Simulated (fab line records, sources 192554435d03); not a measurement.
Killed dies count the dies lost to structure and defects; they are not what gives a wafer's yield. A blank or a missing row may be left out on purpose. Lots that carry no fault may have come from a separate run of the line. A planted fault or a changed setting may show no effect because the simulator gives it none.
Matching of chambers    flow n5-finfet    rie-diel-06 running N5_BEOL_M10_ETCH_62: 4 sister chambers
The step etches SOC in N2/H2, target depth 110 nm, overetch 22 nm, time 165 s. 16 wafers are shown with their chamber, then 8 later ones without.

## WAFERS, EACH WITH ITS CHAMBER
wafer   chamber  drypump-motor-current-A (A)  showerhead-plenum-p-Torr (Torr)  oes-product-au (a.u.)
L074.1  1        6.2                          2.48                             0.75
L074.3  0        5.7                          2.51                             0.79
L074.6  2        5.5                          2.56                             0.62
L075.1  0        5.7                          2.51                             0.77
L075.4  1        6.2                          2.48                             0.73
L075.5  1        6.2                          2.48                             0.73
L078.1  0        5.7                          2.51                             0.78
L078.5  2        5.5                          2.55                             0.62
L078.6  1        6.2                          2.48                             0.73
L079.1  1        6.1                          2.47                             0.73
L079.4  1        6.2                          2.47                             0.72
L079.5  3        5.5                          2.46                             0.70
L080.3  3        5.5                          2.46                             0.69
L080.4  3        5.5                          2.46                             0.69
L080.5  2        5.5                          2.55                             0.62
L083.2  0        5.7                          2.50                             0.76

SIGNATURES, as means of the wafers listed above
reading                   chamber 0  chamber 1  chamber 2  chamber 3  scatter within a chamber
drypump-motor-current-A   5.700      6.183      5.500      5.500      0.0264
showerhead-plenum-p-Torr  2.5075     2.4767     2.5533     2.4600     0.00479
oes-product-au            0.7750     0.7317     0.6200     0.6933     0.00935
Rule: a wafer lies at a distance from a chamber equal to the root of the sum of squares, over the readings, of (its reading less the chamber's mean, divided by the reading's scatter). The wafer belongs to the nearest chamber; if the next one is less than 2 further off, it can't be placed. The scatter: the root of (the sum of the squares of (reading less its chamber's mean) over the shown wafers, divided by (wafers less chambers)).

## WAFERS WITH NO CHAMBER GIVEN
wafer   drypump-motor-current-A (A)  showerhead-plenum-p-Torr (Torr)  oes-product-au (a.u.)
L083.3  5.5                          2.46                             0.69
L083.5  5.7                          2.50                             0.76
L089.1  5.7                          2.49                             0.73
L089.3  5.5                          2.54                             0.61
L089.5  5.5                          2.45                             0.67
L091.2  6.2                          2.46                             0.70
L091.4  5.5                          2.45                             0.68
L091.6  6.2                          2.46                             0.70

## WHICH CHAMBER EACH WENT THROUGH
wafer   from the rows above  in truth
L083.3  3                    3
L083.5  0                    0
L089.1  0                    0
L089.3  2                    2
L089.5  3                    3
L091.2  1                    1
L091.4  3                    3
L091.6  1                    1
Correctly placed: 8 of 8. Number that these rows cannot place: 0. Placed wrongly: 0.
